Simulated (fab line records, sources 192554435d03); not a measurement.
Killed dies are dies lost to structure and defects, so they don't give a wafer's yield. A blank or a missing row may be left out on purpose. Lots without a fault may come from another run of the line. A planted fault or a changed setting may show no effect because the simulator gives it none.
Split-lot experiment | flow n5_finfet | 7 lots, 21 wafers read, on a route of 1938 steps

THE SPLIT
At N5_SD_EPI_N_COAT_33 (time 60 s, resist thk 35 nm), the setting spin_rpm was moved away from the recipe's 1500 rpm on 6 of the 21 wafers read, by -10.0% to +6.2%. The other wafers ran this setting at the recipe's value.

FROM THE SPLIT TO THE READING: what the file shows between them, 2 steps
- N5_SD_EPI_N_DEVELOP_08: develop time 30 s (also split here: develop_time_s)
- N5_SD_EPI_N_DESCUM_14: chemistry O2, time 7.9 s

THE READING
etch.depth_nm (the simulator's own value, which no gauge read), in nm, at N5_SD_EPI_N_ETCH_34 (etches SiARC in CF4, target depth 45.5 nm, time 75.8 s). The file gives no usual value for it. The 15 wafers here that ran the recipe average 35.00 nm, standard deviation 0.1 nm.

wafer  | tool, chamber at the split | spin_rpm as run, rpm | against the recipe | etch.depth_nm, nm | against lot-mates on the recipe
L074.1 | litho_track-03, 0          | 1500                 | recipe             | 34.98             | -
L074.3 | litho_track-03, 0          | 1500                 | recipe             | 34.96             | -
L074.5 | litho_track-03, 0          | 1500                 | recipe             | 35.09             | -
L076.1 | litho_track-04, 0          | 1500                 | recipe             | 34.92             | -
L076.4 | litho_track-04, 0          | 1350                 | -10.0%             | 36.87             | +1.95
L076.5 | litho_track-04, 0          | 1500                 | recipe             | 34.91             | -
L077.1 | litho_track-05, 0          | 1500                 | recipe             | 35.05             | -
L077.4 | litho_track-05, 0          | 1500                 | recipe             | 34.97             | -
L077.5 | litho_track-05, 0          | 1500                 | recipe             | 35.14             | -
L080.1 | litho_track-05, 0          | 1500                 | recipe             | 35.01             | -
L080.2 | litho_track-05, 0          | 1500                 | recipe             | 35.1              | -
L080.6 | litho_track-05, 0          | 1500                 | recipe             | 35.1              | -
L082.1 | litho_track-03, 0          | 1593                 | +6.2%              | 33.96             | -1.16
L082.4 | litho_track-03, 0          | 1500                 | recipe             | 35.12             | -
L082.6 | litho_track-03, 0          | 1593                 | +6.2%              | 33.97             | -1.15
L083.4 | litho_track-05, 0          | 1500                 | recipe             | 34.89             | -
L083.5 | litho_track-05, 0          | 1500                 | recipe             | 34.74             | -
L083.6 | litho_track-05, 0          | 1360                 | -9.3%              | 36.61             | +1.80
L086.3 | litho_track-03, 0          | 1500                 | recipe             | 34.97             | -
L086.4 | litho_track-03, 0          | 1567                 | +4.5%              | 34.3              | -0.67
L086.5 | litho_track-03, 0          | 1567                 | +4.5%              | 34.31             | -0.66

THE FIT
A straight line over all 21 wafers: etch.depth_nm changes by -0.174 nm for each +1% of spin_rpm; r = -0.99; the points scatter about the line by 0.1 nm.
The same after taking each lot's own level away (the mean of its wafers on the recipe; 21 wafers): -0.186 nm for each +1%; r = -1.00; scatter 0.072 nm.
On that fit, the largest move of spin_rpm shifts the reading by 1.9 nm.
The lots' own levels span 34.815 to 35.120 nm, that is 2.9 times the standard deviation above.
So the lot-to-lot level changes the slope little: the two slopes agree.
Check: with one of the wafers moved furthest among these (-10.0%) left out of the fit, the line predicts +1.84 nm for it against its lot-mates. It came out at +1.95 nm against them.

OTHER SPLITS ON THESE WAFERS
These wafers also went through other splits before the reading. Each is held against what the fit with the lots' levels taken away leaves over:
other split on the same wafers            | wafers away from the commonest value | r with etch.depth_nm (lot level and that fit taken away)
N5_ZERO_LAYER_EXPOSE_08 dose_mj           | 11                                   | +0.33
N5_ZERO_LAYER_DESCUM_16 time_s            | 6                                    | +0.26
N5_PMOS_HMC_CHANNEL_EPI_PEB_07 peb_temp_c | 8                                    | -0.24
N5_PMOS_HMC_CHANNEL_EPI_ETCH_38 bias_w    | 8                                    | -0.18
N5_FIN_SAQP_DESCUM_21 time_s              | 7                                    | -0.33
N5_FIN_CUT_ETCH_21 bias_w                 | 9                                    | -0.38
N5_SD_EPI_N_DEVELOP_08 develop_time_s     | 5                                    | +0.17

THE WHOLE CHAIN: every reading that the file lists as answering this split, in the file's order
step                | what it does                                           | reading                                                                                   | change (the file's fit)               | r (the file's)
N5_SD_EPI_N_COAT_33 | time 60 s, resist thk 35 nm                            | SiARC_of_SD_EPI_N_COAT_33.thk_nm (the simulator's own value, which no gauge read)         | -0.185 nm for each +1% of the setting | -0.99
N5_SD_EPI_N_ETCH_34 | etches SiARC in CF4, target depth 45.5 nm, time 75.8 s | CAR-ArF-block_of_SD_EPI_N_COAT_03.thk_nm (the simulator's own value, which no gauge read) | +0.175 nm for each +1% of the setting | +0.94
N5_SD_EPI_N_ETCH_34 | etches SiARC in CF4, target depth 45.5 nm, time 75.8 s | etch.depth_nm (the simulator's own value, which no gauge read)                            | -0.189 nm for each +1% of the setting | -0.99

THE FILE'S OWN FIT
etch.depth_nm changes by -0.189 nm for each +1% of spin_rpm, r = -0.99.
